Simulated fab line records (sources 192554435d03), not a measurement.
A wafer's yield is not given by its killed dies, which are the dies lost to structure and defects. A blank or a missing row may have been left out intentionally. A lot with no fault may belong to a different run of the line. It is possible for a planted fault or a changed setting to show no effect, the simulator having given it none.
fab line records	flow n5Finfet
record lots=4	wafers=12	lastDay=18
route steps=1938 shown BEOL_M4@1099 BEOL_M5@1112 BEOL_M9@1405 PASSIVATION@1936
lots with no fault: from the same line, run without faults
startH: hours from the record's opening day to when the first of the lot's shown wafers began	waitH: hours from the lot's prior step to this one	" repeats the value in the row above	L1.1+2: a row that stands for several wafers	- value missing, or start not given	* or withheld: withheld	< > ~ a bound
route shown NAME@n: NAME is a module with steps in the file, n the number in the route of the first one	usual: average and standard deviation across the fault-free wafers	same: alike in all rows	chamber/n: place in a boat	sites: each site's reading	_std_site: the standard deviation of these	_edge_site: mean of outer sites minus mean of inner sites	radiusMm: for every site, how far away it sits from the centre of the wafer	mask NAME#n: copy n	behind: tool/chamber where the wafer was last shaped	hold: the reason the lot was held/the length of the hold in hours/how it ended	device: names the non-switching transistor (n, p or np)	end of line: tests of these same wafers at the route's end	where a step has no rows: the recipe by itself	killed: dies that structure and defects cost at the first sort, which is not the same as the wafer's yield	map: shows each die of a wafer: x if killed, . if not, _ if none is there
set.NAME: the setting the step ran with; set.NAME@STEP: the setting that earlier step ran with	model.NAME: the simulator's own value behind a step, which no gauge read
certain route steps with their lots: each step a table, each wafer a row
services: when a tool's chamber went out of use (startH, in hours from the record's first day, below 0 if earlier), for how many hours, and the reason
## steps
# step N5_BEOL_M4_ANNEAL_95
# recipe tempC=400	timeS=240	ambient=vacuum
# step N5_BEOL_M4_SPUTTER_96
# recipe material=Cu	targetThkA=45	tempC=-20	chamberPressurePa=0.07	powerW=withheld	timeS=8.29
# step N5_BEOL_M4_ECD_50
# recipe material=Cu	targetThkA=3000
# step N5_BEOL_M4_ANNEAL_51
# recipe tempC=225	timeS=90	ambient=N2
# step N5_BEOL_M4_CMP_52
# recipe stopOn=SiOC	tOverpolishS=6.8	downForcePsi=1	platenRpm=50	clearingPlatenDownForcePsi=1.5	clearingPlatenRpm=50	postCmpClean=cuAlkaline	targetThkNm=40	clearingPlatenPadVelocityMS=0.99484	padVelocityMS=0.99484
# step N5_BEOL_M4_PRE_CLEAN_60
# recipe gas=NH3/H2	timeS=15	tempC=*	rfPowerW=300
# step N5_BEOL_M4_CO_CAP_55
# recipe material=Co	targetThkA=20	tempC=200	precursor=CCTBA/H2	pressureTorr=30	timeS=102.1
# step N5_BEOL_M4_PRE_CLEAN_56
# recipe gas=NH3	timeS=15	tempC=withheld	rfPowerW=300
# step N5_BEOL_M4_DEP_57
# recipe material=SiCN	targetThkA=80	tempC=withheld	precursor=3MS/NH3	pressureTorr=3	rfW=202	timeS=14
# step N5_BEOL_M4_RC_MEAS_101
# usual DIBL_N=37.2/2.5	DIBL_P=38/3	IOFF_N=0.17/0.044	IOFF_P=0.24/0.059	ION_N=667/13	ION_P=461/7.9	SS_N=71.8/0.86	SS_P=73.6/0.92	VT_N=250/4.1	VT_P=-249/3.9
lot.wafer	tool	chamber	startH	waitH	DIBL_N[mV/V]	DIBL_P[mV/V]	IOFF_N[nA/um]	IOFF_P[nA/um]	ION_N[uA/um]	ION_P[uA/um]	SS_N[mV/dec]	SS_P[mV/dec]	VT_N[mV]	VT_P[mV]
L269.1	prober-01	0	233.05	0.0	35.9	36	0.17	0.22	672	458	72.2	73.3	249	-250
L269.2	"	0	"	"	38.5	38	0.24	0.25	686	460	72.6	74.1	244	-249
L269.5	"	0	"	"	40.3	41	0.25	0.30	679	461	73.2	74.3	247	-246
L273.2	prober-02	0	269.25	0.2	43.7	45	0.33	0.36	689	465	74.4	75.6	242	-244
L273.3	"	0	"	"	34.9	36	0.13	0.18	669	461	71.2	72.6	253	-254
L273.6	"	0	"	"	40.3	41	0.22	0.26	678	459	73.8	74.3	249	-249
L274.2	prober-01	0	274.08	0.2	38.3	42	0.20	0.33	664	468	72.6	74.3	249	-243
L274.3	"	0	"	"	36.3	39	0.17	0.27	669	461	72.1	73.7	250	-244
L274.5	"	0	"	"	38.5	41	0.21	0.32	682	473	71.9	75.2	247	-243
L281.1	prober-01	0	315.40	0.0	38.3	37	0.15	0.25	665	463	72.4	73.5	252	-247
L281.2	"	0	"	"	37.9	36	0.14	0.22	650	454	71.4	74.0	254	-248
L281.3	"	0	"	"	40.6	40	0.21	0.32	679	469	73.0	74.8	249	-246
# step N5_BEOL_M5_ILD_DEP_00
# recipe material=SiCOH_lowk	targetThkA=1406.4	tempC=300	precursor=DEMS/porogen	pressureTorr=5	rfW=500	timeS=25.9
# step N5_BEOL_M5_CURE_79
# recipe tempC=385	timeS=240	ambient=He/Ar	material=SiCOH_lowk
# step N5_BEOL_M5_PECVD_70
# recipe material=SiO2	targetThkA=160	tempC=400	precursor=TEOS/O2	pressureTorr=5.5	rfW=450	teosFlowSccm=53.8	gas=O2	flowSccm=3000	timeS=18
# step N5_BEOL_M5_HM_DEP_02
# recipe material=TiN	targetThkA=200	tempC=25	chamberPressurePa=0.49996
# step N5_BEOL_M5_COAT_59
# recipe resist=SOC	tempC=250	timeS=60	spinRpm=1500	resistThkNm=60
# step N5_BEOL_M5_COAT_60
# recipe resist=SiARC	tempC=220	timeS=60	spinRpm=1500	resistThkNm=12
# step N5_BEOL_M5_COAT_71
# recipe resist=underlayer	tempC=205	timeS=60	spinRpm=1500	resistThkNm=5
# step N5_BEOL_M5_COAT_05
# recipe resist=CAR-EUV	spinRpm=1500	resistThkNm=30
# step N5_BEOL_M5_EBR_07
# recipe solvent=PGMEA	ebrWidthMm=1.5
# step N5_BEOL_M5_SOFTBAKE_06
# recipe tempC=110	timeS=60	resist=CAR-EUV
# step N5_BEOL_M5_EXPOSE_08
# recipe maskId=M5	na=0.33	sourceShape=annular	sigmaInner=0.4	sigmaOuter=0.8	polarization=unpolarized	targetCdNm=28	doseMj=35.75
# step N5_BEOL_M5_PEB_09
# recipe pebTempC=100	pebTimeS=60	resist=CAR-EUV
# step N5_BEOL_M5_DEVELOP_10
# recipe developTimeS=30	developer=TMAH	resist=CAR-EUV	rinseLiquid=surfactantRinse	dry=airSpin	devTempC=23
# step N5_BEOL_M5_DESCUM_16
# recipe chemistry=O2	timeS=7	sourcePowerW=50	biasPowerW=20	pressureMtorr=20	rfFrequencyHz=2.712e+07	tempC=40	resist=CAR-EUV	o2FlowSccm=225
# step N5_BEOL_M5_ETCH_72
# recipe chemistry=N2/H2	target=underlayer	targetDepthA=65	maskMaterial=CAR-EUV	timeS=5.2	ionEnergyEv=200	pressureMtorr=30	sourceW=840	biasW=150	n2FlowSccm=200	h2FlowSccm=200	ends=cleared
# step N5_BEOL_M5_ETCH_61
# recipe chemistry=CF4	target=SiARC	targetDepthA=156	maskMaterial=CAR-EUV	timeS=26	ionEnergyEv=80	pressureMtorr=40	sourceW=545	biasW=36	Ar_flow_sccm=100	cf4FlowSccm=100	ends=cleared
# step N5_BEOL_M5_ETCH_62
# recipe chemistry=N2/H2	target=SOC	targetDepthA=750	overetchA=150	maskMaterial=SiARC	tempC=40	timeS=112.5	ionEnergyEv=200	pressureMtorr=30	sourceW=840	biasW=150	n2FlowSccm=200	h2FlowSccm=200
# step N5_BEOL_M5_STRIP_63
# recipe chemistry=N2/H2	tempC=40	n2FlowSccm=200	h2FlowSccm=200	rfFrequencyHz=6e+07
# step N5_BEOL_M5_STRIP_73
# recipe chemistry=N2/H2	tempC=40	n2FlowSccm=200	h2FlowSccm=200	rfFrequencyHz=6e+07
# step N5_BEOL_M5_STRIP_64
# recipe chemistry=CF4	resist=SiARC	powerW=300	biasPowerW=75	pressureMtorr=50	cf4FlowSccm=150	rfFrequencyHz=6e+07
# step N5_BEOL_M5_HM_OPEN_17
# recipe chemistry=Cl2/BCl3	targetDepthA=200	overetchA=60	target=TiN	maskMaterial=SOC	ionEnergyEv=150	pressureMtorr=10	icpW=1000	biasW=126	Cl2_flow_sccm=53.25	bcl3FlowSccm=21.75	Ar_flow_sccm=25
# step N5_BEOL_M5_STRIP_19
# recipe chemistry=O2	powerW=400	tempC=40	pressureMtorr=30	rfFrequencyHz=6e+07	biasPowerW=0	overashFraction=0.2	o2FlowSccm=225
# step N5_BEOL_M5_COAT_65
# recipe resist=SOC	tempC=250	timeS=60	spinRpm=1500	resistThkNm=60
# step N5_BEOL_M5_COAT_66
# recipe resist=SiARC	tempC=220	timeS=60	spinRpm=1500	resistThkNm=12
# step N5_BEOL_M9_HM_DEP_02
# recipe material=TiN	targetThkA=200	tempC=25	chamberPressurePa=0.49996
# usual chamberPressurePa=0.4999/0.0011	throttleValvePct=29.8/1.1
lot.wafer	tool	chamber	startH	waitH	chamberPressurePa	throttleValvePct	model.TiN_of_BEOL_M9_HM_DEP_02.thkNm
L269.1	pvdSputter-03	-	271.54	1.1	0.5003	30.0	20.4
L269.2	"	-	"	"	0.4993	31.1	20.2
L269.5	"	-	"	"	0.4991	29.7	20
L273.2	pvdSputter-03	-	306.98	1.1	0.5007	31.2	31.4
L273.3	"	-	"	"	0.4994	29.8	20
L273.6	"	-	"	"	0.4990	29.8	20.2
L274.2	pvdSputter-03	-	314.37	1.2	0.4987	30.3	31.2
L274.3	"	-	"	"	0.5010	29.8	20
L274.5	"	-	"	"	0.4996	31.0	31.4
L281.1	pvdSputter-02	-	359.41	1.1	0.4980	30.1	20.4
L281.2	"	-	"	"	0.4995	27.6	19.8
L281.3	"	-	"	"	0.5014	28.6	19.6
# step N5_BEOL_M9_HM_OPEN_17
# recipe chemistry=Cl2/BCl3	targetDepthA=200	overetchA=60	target=TiN	maskMaterial=SOC	ionEnergyEv=150	pressureMtorr=10	icpW=1000	biasW=126	Cl2_flow_sccm=53.25	bcl3FlowSccm=21.75	Ar_flow_sccm=25
# usual drypumpMotorCurrentA=5.7/0.41	oesProductAu=0.72/0.094	throttleValvePct=22.10/0.23
lot.wafer	tool	chamber	startH	waitH	drypumpMotorCurrentA	oesProductAu	rfHoursCounterH	throttleValvePct	model.etch.depthNm
L269.1	rieMetal-03	0	272.75	0.0	5.9	0.66	39	22.30	20.34
L269.2	"	1	"	"	5.3	0.80	2	22.24	20.2
L269.5	"	1	"	"	5.3	0.80	-	22.24	20.03
L273.2	rieMetal-03	0	307.71	0.0	5.9	0.77	41	22.12	26.09
L273.3	"	1	"	"	5.3	0.77	-	22.24	19.97
L273.6	"	0	"	"	5.9	0.65	-	22.30	20.2
L274.2	rieMetal-02	0	315.42	0.0	5.8	0.87	12	22.01	25.54
L274.3	"	0	"	"	5.8	0.76	-	22.18	19.98
L274.5	"	0	"	"	5.8	0.87	-	22.01	25.01
L281.1	rieMetal-01	0	360.76	0.0	6.2	0.74	18	21.68	20.43
L281.2	"	1	"	"	5.0	0.82	2	21.90	19.85
L281.3	"	1	"	"	5.0	0.82	-	21.90	19.65
# step N5_BEOL_M9_VIA_ETCH_34
# recipe chemistry=C4F6/O2	target=SiCOH_lowk	targetDepthA=1824	maskMaterial=SOC	taperDeg=4	timeS=68.4	ionEnergyEv=250	pressureMtorr=30	sourceW=345	biasW=185	Ar_flow_sccm=300	C4F6_flow_sccm=10	O2_flow_sccm=10
# usual drypumpMotorCurrentA=5.6/0.44	oesProductAu=0.80/0.07	rfVppV=668/25	showerheadPlenumPTorr=2.83/0.085	throttleValvePct=20.85/0.23
# same timeS=68.4
lot.wafer	tool	chamber	startH	waitH	drypumpMotorCurrentA	oesProductAu	rfHoursCounterH	rfVppV	showerheadPlenumPTorr	throttleValvePct
L269.1	rieDiel-03	0	275.55	0.0	6.1	0.81	90	692	2.84	20.86
L269.2	"	3	"	"	6.5	0.85	59	655	3.03	20.92
L269.5	"	0	"	"	6.1	0.80	-	692	2.84	20.87
L273.2	rieDiel-01	0	308.60	0.0	5.5	0.31	64	674	2.79	20.67
L273.3	"	2	"	"	5.3	0.86	59	682	2.77	20.70
L273.6	"	1	"	"	5.4	0.80	-	679	2.80	20.68
L274.2	rieDiel-03	3	316.74	0.0	6.5	0.31	72	654	3.03	20.77
L274.3	"	1	"	"	6.6	0.72	200	684	2.79	20.87
L274.5	"	0	"	"	6.0	0.30	-	692	2.84	20.71
L281.1	rieDiel-01	1	362.99	0.0	5.4	0.79	88	681	2.79	20.67
L281.2	"	0	"	"	5.5	0.84	79	676	2.79	20.85
L281.3	"	3	"	"	6.0	0.79	107	632	2.91	21.13
# step N5_BEOL_M9_TRENCH_ETCH_37
# recipe chemistry=C4F6/O2	targetDepthA=1514.3	target=SiCOH_lowk	timeS=49	ionEnergyEv=250	pressureMtorr=30	sourceW=345	biasW=185	Ar_flow_sccm=300	C4F6_flow_sccm=10	O2_flow_sccm=10
# usual drypumpMotorCurrentA=5.6/0.43	oesProductAu=0.80/0.071	rfVppV=668/25	showerheadPlenumPTorr=2.83/0.085	throttleValvePct=20.87/0.23
# same timeS=49
lot.wafer	tool	chamber	startH	waitH	drypumpMotorCurrentA	oesProductAu	rfHoursCounterH	rfVppV	showerheadPlenumPTorr	throttleValvePct	model.TiN_of_BEOL_M9_HM_DEP_02.thkNm
L269.1	rieDiel-03	0	-	-	6.1	0.81	90	692	2.84	20.87	16
L269.2	"	3	"	"	6.5	0.85	59	653	3.03	20.96	16
L269.5	"	0	"	"	6.1	0.81	-	692	2.84	20.87	15.8
L273.2	rieDiel-01	0	-	-	5.5	0.84	64	676	2.79	20.88	27.2
L273.3	"	2	"	"	5.3	0.85	59	682	2.77	20.74	15.8
L273.6	"	1	"	"	5.4	0.80	-	679	2.80	20.66	16
L274.2	rieDiel-03	3	-	-	6.5	0.83	72	654	3.03	20.97	27.2
L274.3	"	1	"	"	6.6	0.73	200	682	2.79	20.90	15.8
L274.5	"	0	"	"	6.0	0.80	-	692	2.84	20.90	27
L281.1	rieDiel-01	1	-	-	5.4	0.79	88	680	2.79	20.71	16.2
L281.2	"	0	"	"	5.5	0.82	79	675	2.79	20.90	15.4
L281.3	"	3	"	"	6.1	0.79	107	632	2.91	21.15	15.6
# step N5_BEOL_M9_OCD_MEAS_38
# usual trenchDepthNm=151/3.8
lot.wafer	tool	chamber	startH	waitH	trenchDepthNm
L269.1	ocd-02	-	275.83	-	154
L269.2	"	-	"	"	152
L269.5	"	-	"	"	153
L273.2	ocd-01	-	308.88	-	1
L273.3	"	-	"	"	151
L273.6	"	-	"	"	147
L274.2	ocd-01	-	317.02	-	0
L274.3	"	-	"	"	148
L274.5	"	-	"	"	-
L281.1	ocd-02	-	363.27	-	149
L281.2	"	-	"	"	158
L281.3	"	-	"	"	150
# step N5_BEOL_M9_CD_MEAS_35
# recipe targetCdNm=70	targetCdYNm=40	polarity=opening
# usual cdNm=70.6/0.84
lot.wafer	tool	chamber	startH	waitH	cdNm
L269.1	cdSem-03	-	275.98	0.0	71.0
L269.2	"	-	"	"	71.8
L269.5	"	-	"	"	70.1
L273.2	cdSem-02	-	309.03	0.0	-
L273.3	"	-	"	"	70.9
L273.6	"	-	"	"	71.5
L274.2	cdSem-01	-	317.17	0.0	-
L274.3	"	-	"	"	71.0
L274.5	"	-	"	"	-
L281.1	cdSem-01	-	363.42	0.0	70.3
L281.2	"	-	"	"	70.8
L281.3	"	-	"	"	69.9
# step N5_BEOL_M9_THK_MEAS_53
# recipe thkMeasGauge=xrf	reads=Cu_of_BEOL_M9_ECD_50
# usual M9_THK=141/4.3
lot.wafer	tool	chamber	startH	waitH	M9_THK[nm]
L269.1	filmMetro-01	-	278.09	-	145
L269.2	"	-	"	"	143
L269.5	"	-	"	"	142
L273.2	filmMetro-01	-	311.68	-	-
L273.3	"	-	"	"	140
L273.6	"	-	"	"	136
L274.2	filmMetro-01	-	319.47	-	-
L274.3	"	-	"	"	138
L274.5	"	-	"	"	-
L281.1	filmMetro-01	-	365.57	-	140
L281.2	"	-	"	"	149
L281.3	"	-	"	"	142
# step N5_PASSIVATION_PROBE_49
# usual defectLimitedYield=91.5/1.4	killed_at_M0_to_M3=32/11	killed_at_M4_up=12/4.4	killedAtContacts=13/6.1	killedAtFrontEnd=39/12	killedAtOther=3.9/3	killedDies=100/17	killedOnRim=13/3.9	killedOpen=66/12	killedShort=33/7.4	sort_bin_4_leakage=0.03/0.14	sort_bin_5_function=5.0/0.95	sort_bin_6_memory=3.2/0.66	sortNPass=1079/17	sortYieldPct=91.4/1.5
# same grossDies=1180	killedAtBackSide=0	sort_bin_8_speed[%]=0
lot.wafer	tool	chamber	startH	waitH	defectLimitedYield[%]	killed_at_M0_to_M3	killed_at_M4_up	killedAtContacts	killedAtFrontEnd	killedAtOther	killedDies	killedOnRim	killedOpen	killedShort	sort_bin_4_leakage[%]	sort_bin_5_function[%]	sort_bin_6_memory[%]	sortNPass	sortYieldPct[%]
L269.1	prober-02	-	340.18	0.0	92.8	44	3	17	21	0	85	12	46	34	0	3.9	3.2	1095	92.8
L269.2	prober-02	-	340.23	0.1	92.5	14	12	17	33	12	88	11	50	36	0	4.0	3.1	1092	92.5
L269.5	prober-02	-	340.38	0.2	92.7	35	10	13	26	2	86	11	56	29	0	4.7	2.2	1094	92.7
L273.2	prober-02	-	369.80	0.1	0.3	24	1102	22	27	2	1177	150	53	31	0	97.5	1.9	3	0.3
L273.3	prober-02	-	369.85	0.1	92.4	25	12	15	38	0	90	11	57	31	0	4.7	2.9	1090	92.4
L273.6	prober-02	-	370.00	0.3	92.2	17	17	9	47	2	92	11	56	34	0	4.3	2.9	1088	92.2
L274.2	prober-01	-	374.32	0.1	0.1	35	1070	19	52	3	1179	152	88	35	0	95.4	4.2	1	0.1
L274.3	prober-01	-	374.37	0.1	90.3	39	16	12	45	2	114	12	78	32	0	5.5	3.6	1066	90.3
L274.5	prober-01	-	374.47	0.2	0	39	1083	10	45	3	1180	152	76	36	0	96.2	3.5	0	0
L281.1	prober-01	-	432.47	0.0	91.3	33	14	18	34	4	103	14	62	40	0	5.2	3.4	1077	91.3
L281.2	prober-01	-	432.52	0.1	89.0	24	10	18	72	6	130	20	85	45	0	6.9	3.8	1050	89.0
L281.3	prober-01	-	432.57	0.1	93.4	25	16	7	29	1	78	9	49	27	0.17	3.6	2.8	1100	93.2
# killed by level:class
L269.1 MOL_CONTACT_COAG:geometricParticle:open=12 BEOL_M2:geometricParticle:short=9 BEOL_M2:geometricParticle:open=9 BEOL_M0_SAQP:geometricParticle:short=8 BEOL_M0_SAQP:geometricParticle:open=8 FIN_SAQP:geometricParticle:short=6 BEOL_M3:geometricParticle:open=6 FIN_SAQP:geometricParticle:open=5
L269.2 MOL_CONTACT_COAG:geometricParticle:open=12 FIN_SAQP:geometricParticle:open=7 ILD0:geometricParticle:short=6 FIN_SAQP:geometricParticle:short=5 STI_FIN_REVEAL:geometricParticle:open=5 PAD_METAL:geometricParticle:short=5 MOL_CONTACT_COAG:geometricParticle:short=4 BEOL_M1:geometricParticle:open=4
L269.5 BEOL_M0_SAQP:geometricParticle:open=11 MOL_CONTACT_COAG:geometricParticle:open=9 BEOL_M2:geometricParticle:open=9 BEOL_M0_SAQP:geometricParticle:short=6 ILD0:geometricParticle:short=5 BEOL_M3:geometricParticle:open=5 FIN_SAQP:geometricParticle:open=3 BEOL_M6:geometricParticle:open=3
L273.2 BEOL_M9:areaOpen=1093 MOL_CONTACT_COAG:geometricParticle:open=19 BEOL_M3:geometricParticle:open=7 BEOL_M0:geometricParticle:open=6 FIN_SAQP:geometricParticle:short=5 FIN_CUT:geometricParticle:short=4 GATE_CUT:geometricParticle:short=4 BEOL_M3:geometricParticle:short=4
L273.3 MOL_CONTACT_COAG:geometricParticle:open=11 STI_FIN_REVEAL:geometricParticle:open=9 FIN_SAQP:geometricParticle:short=8 BEOL_M4:geometricParticle:open=6 BEOL_M0_SAQP:geometricParticle:open=5 BEOL_M2:geometricParticle:open=5 BEOL_M0:geometricParticle:open=4 ILD0:geometricParticle:short=4
L273.6 STI_FIN_REVEAL:geometricParticle:open=10 FIN_SAQP:geometricParticle:open=8 MOL_CONTACT_COAG:geometricParticle:open=8 BEOL_M4:geometricParticle:open=7 FIN_SAQP:geometricParticle:short=6 STI_FIN_REVEAL:geometricParticle:short=6 BEOL_M1:geometricParticle:open=4 STARTING-WAFER:geometricParticle:short=4
L274.2 BEOL_M9:areaOpen=1056 MOL_CONTACT_COAG:geometricParticle:open=16 FIN_SAQP:geometricParticle:short=12 STI_FIN_REVEAL:geometricParticle:open=11 BEOL_M0_SAQP:geometricParticle:open=8 BEOL_M2:geometricParticle:open=8 FIN_SAQP:geometricParticle:open=7 BEOL_M4:geometricParticle:open=6
L274.3 STI_FIN_REVEAL:geometricParticle:open=11 MOL_CONTACT_COAG:geometricParticle:open=9 BEOL_M0_SAQP:geometricParticle:open=8 GATE_CUT:geometricParticle:short=7 BEOL_M0:geometricParticle:open=7 BEOL_M1:geometricParticle:open=7 FIN_SAQP:geometricParticle:open=6 FIN_SAQP:geometricParticle:short=5
L274.5 BEOL_M9:areaOpen=1067 STI_FIN_REVEAL:geometricParticle:open=24 BEOL_M1:geometricParticle:open=11 BEOL_M0:geometricParticle:short=6 BEOL_M0_SAQP:geometricParticle:short=5 DUMMY_GATE:geometricParticle:open=5 MOL_CONTACT_COAG:geometricParticle:open=5 MOL_CONTACT_COAG:geometricParticle:short=5
L281.1 MOL_CONTACT_COAG:geometricParticle:open=14 FIN_SAQP:geometricParticle:open=9 BEOL_M0_SAQP:geometricParticle:short=9 BEOL_M3:geometricParticle:open=6 BEOL_M0_SAQP:geometricParticle:open=5 BEOL_M4:geometricParticle:open=5 FIN_SAQP:geometricParticle:short=4 GATE_CUT:geometricParticle:short=4
L281.2 FIN_SAQP:geometricParticle:short=20 MOL_CONTACT_COAG:geometricParticle:open=16 FIN_SAQP:geometricParticle:open=15 STI_FIN_REVEAL:geometricParticle:open=7 DUMMY_GATE:geometricParticle:open=7 BEOL_M3:geometricParticle:open=6 DUMMY_GATE:geometricParticle:short=5 ILD0:geometricParticle:open=5
L281.3 BEOL_M0_SAQP:geometricParticle:short=7 STI_FIN_REVEAL:geometricParticle:open=5 MOL_CONTACT_COAG:geometricParticle:open=5 BEOL_M4:geometricParticle:open=5 BEOL_M2:geometricParticle:open=5 FIN_SAQP:geometricParticle:open=4 BEOL_M0_SAQP:geometricParticle:open=4 BEOL_M3:geometricParticle:open=4
# map L273.2 (x killed, . not)
_________________xxxxxxxxxx.x________________
______________xxxxxxxxxxxxxxxxxx_____________
___________xxxxxxxxxxxxxxxxxxxxxx.x__________
__________xxxxxxxxxxxxxxxxxxxxxxxxxx_________
________xxxxxxxxxxxxxxxxxxxxxxxxxxxxxx_______
_______xxxxxxxxxxxxxxxxxxxxxxxxxxxxxxxx______
______xxxxxxxxxxxxxxxxxxxxxxxxxxxxxxxxxx_____
_____xxxxxxxxxxxxxxxxxxxxxxxxxxxxxxxxxxxx____
____xxxxxxxxxxxxxxxxxxxxxxxxxxxxxxxxxxxxxx___
___xxxxxxxxxxxxxxxxxxxxxxxxxxxxxxxxxxxxxxxx__
___xxxxxxxxxxxxxxxxxxxxxxxxxxxxxxxxxxxxxxxx__
__xxxxxxxxxxxxxxxxxxxxxxxxxxxxxxxxxxxxxxxxxx_
__xxxxxxxxxxxxxxxxxxxxxxxxxxxxxxxxxxxxxxxxxx_
_xxxxxxxxxxxxxxxxxxxxxxxxxxxxxxxxxxxxxxxxxxxx
_xxxxxxxxxxxxxxxxxxxxxxxxxxxxxxxxxxxxxxxxxxxx
_xxxxxxxxxxxxxxxxxxxxxxxxxxxxxxxxxxxxxxxxxxxx
_xxxxxxxxxxxxxxxxxxxxxxxxxxxxxxxxxxxxxxxxxxxx
_xxxxxxxxxxxxxxxxxxxxxxxxxxxxxxxxxxxxxxxxxxxx
_xxxxxxxxxxxxxxxxxxxxxxxxxxxxxxxxxxxxxxxxxxxx
_xxxxxxxxxxxxxxxxxxxxxxxxxxxxxxxxxxxxxxxxxxxx
_xxxxxxxxxxxxxxxxxxxxxxxxxxxxxxxxxxxxxxxxxxxx
__xxxxxxxxxxxxxxxxxxxxxxxxxxxxxxxxxxxxxxxxxx_
__xxxxxxxxxxxxxxxxxxxxxxxxxxxxxxxxxxxxxxxxxx_
___xxxxxxxxxxxxxxxxxxxxxxxxxxxxxxxxxxxxxxxx__
___xxxxxxxxxxxxxxxxxxxxxxxxxxxxxxxxxxxxxxxx__
____xxxxxxxxxxxxxxxxxxxxxxxxxxxxxxxxxxxxxx___
_____xxxxxxxxxxxxxxxxxxxxxxxxxxxxxxxxxxxx____
______xxxxxxxxxxxxxxxxxxxxxxxxxxxxxxxxxx_____
_______xxxxxxxxxxxxxxxxxxxxxxx.xxxxxxxx______
________xxxxxxxxxxxxxxxxxxxxxxxxxxxxxx_______
__________xxxxxxxxxxxxxxxxxxxxxxxxxx_________
___________xxxxxxxxxxxxxxxxxxxxxxxx__________
______________xxxxxxxxxxxxxxxxxx_____________
_________________xxxxxxxxxxxx________________
# map L274.5 (x killed, . not)
_________________xxxxxxxxxxxx________________
______________xxxxxxxxxxxxxxxxxx_____________
___________xxxxxxxxxxxxxxxxxxxxxxxx__________
__________xxxxxxxxxxxxxxxxxxxxxxxxxx_________
________xxxxxxxxxxxxxxxxxxxxxxxxxxxxxx_______
_______xxxxxxxxxxxxxxxxxxxxxxxxxxxxxxxx______
______xxxxxxxxxxxxxxxxxxxxxxxxxxxxxxxxxx_____
_____xxxxxxxxxxxxxxxxxxxxxxxxxxxxxxxxxxxx____
____xxxxxxxxxxxxxxxxxxxxxxxxxxxxxxxxxxxxxx___
___xxxxxxxxxxxxxxxxxxxxxxxxxxxxxxxxxxxxxxxx__
___xxxxxxxxxxxxxxxxxxxxxxxxxxxxxxxxxxxxxxxx__
__xxxxxxxxxxxxxxxxxxxxxxxxxxxxxxxxxxxxxxxxxx_
__xxxxxxxxxxxxxxxxxxxxxxxxxxxxxxxxxxxxxxxxxx_
_xxxxxxxxxxxxxxxxxxxxxxxxxxxxxxxxxxxxxxxxxxxx
_xxxxxxxxxxxxxxxxxxxxxxxxxxxxxxxxxxxxxxxxxxxx
_xxxxxxxxxxxxxxxxxxxxxxxxxxxxxxxxxxxxxxxxxxxx
_xxxxxxxxxxxxxxxxxxxxxxxxxxxxxxxxxxxxxxxxxxxx
_xxxxxxxxxxxxxxxxxxxxxxxxxxxxxxxxxxxxxxxxxxxx
_xxxxxxxxxxxxxxxxxxxxxxxxxxxxxxxxxxxxxxxxxxxx
_xxxxxxxxxxxxxxxxxxxxxxxxxxxxxxxxxxxxxxxxxxxx
_xxxxxxxxxxxxxxxxxxxxxxxxxxxxxxxxxxxxxxxxxxxx
__xxxxxxxxxxxxxxxxxxxxxxxxxxxxxxxxxxxxxxxxxx_
__xxxxxxxxxxxxxxxxxxxxxxxxxxxxxxxxxxxxxxxxxx_
___xxxxxxxxxxxxxxxxxxxxxxxxxxxxxxxxxxxxxxxx__
___xxxxxxxxxxxxxxxxxxxxxxxxxxxxxxxxxxxxxxxx__
____xxxxxxxxxxxxxxxxxxxxxxxxxxxxxxxxxxxxxx___
_____xxxxxxxxxxxxxxxxxxxxxxxxxxxxxxxxxxxx____
______xxxxxxxxxxxxxxxxxxxxxxxxxxxxxxxxxx_____
_______xxxxxxxxxxxxxxxxxxxxxxxxxxxxxxxx______
________xxxxxxxxxxxxxxxxxxxxxxxxxxxxxx_______
__________xxxxxxxxxxxxxxxxxxxxxxxxxx_________
___________xxxxxxxxxxxxxxxxxxxxxxxx__________
______________xxxxxxxxxxxxxxxxxx_____________
_________________xxxxxxxxxxxx________________
## services
tool	chamber	startH	hours	kind
rieDiel-03	3	256.81	3.9	repair
rieMetal-03	0	277.46	1.2	repair
rieMetal-02	0	281.18	8.2	repair
rieMetal-01	-	282.30	2.8	pm
rieMetal-01	1	313.16	2.2	repair
pvdSputter-02	-	339.91	4.3	repair
rieDiel-01	0	339.95	5.7	repair
rieMetal-02	-	342.30	1.0	repair
rieMetal-02	-	349.32	1.4	pm
rieDiel-01	-	359.56	0.5	repair
## key
firstSign step=N5_BEOL_M9_VIA_ETCH_34	reading=oesProductAu	direction=down	sigmas=7	usual=0.80	struck=0.31
effect step=N5_BEOL_M9_OCD_MEAS_38	reading=trenchDepthNm	direction=down	sigmas=40	usual=151	struck=0
effect step=N5_BEOL_M9_CD_MEAS_35	reading=cdNm	direction=missing
effect step=N5_BEOL_M9_THK_MEAS_53	reading=M9_THK	direction=missing
effect step=N5_PASSIVATION_PROBE_49	reading=killed_at_M4_up	direction=up	sigmas=99+	usual=12	struck=1085
modelEffect step=N5_BEOL_M9_HM_DEP_02	value=TiN_of_BEOL_M9_HM_DEP_02.thkNm	without=20.07	struck=31.33
modelEffect step=N5_BEOL_M9_HM_OPEN_17	value=etch.depthNm	without=20.13	struck=25.54
modelEffect step=N5_BEOL_M9_TRENCH_ETCH_37	value=TiN_of_BEOL_M9_HM_DEP_02.thkNm	without=15.87	struck=27.13
moreKillsBornAt N5_BEOL_M9_HM_OPEN_17@rieMetal-02=2123	N5_BEOL_M9_HM_OPEN_17@rieMetal-03=1093
metAt N5_BEOL_M9_HM_DEP_02
struckWafers L273.2,L274.2,L274.5
laterRowsLeftOut L273.2,L274.2,L274.5
onsetBetween 271.54 306.98
fault kind=processParameterDrift	tool=pvdSputter-03	chamber=-	onsetH=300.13	steps=N5_BEOL_M9_HM_DEP_02	channel=targetThkA	offset=*	shape=step	endH=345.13	scope=struckWafersOnly	actsIn=*	stated=*
# laterRowsLeftOut: the simulator's readings of these wafers behind a module that went badly wrong aren't trusted and aren't shown, but for the sort
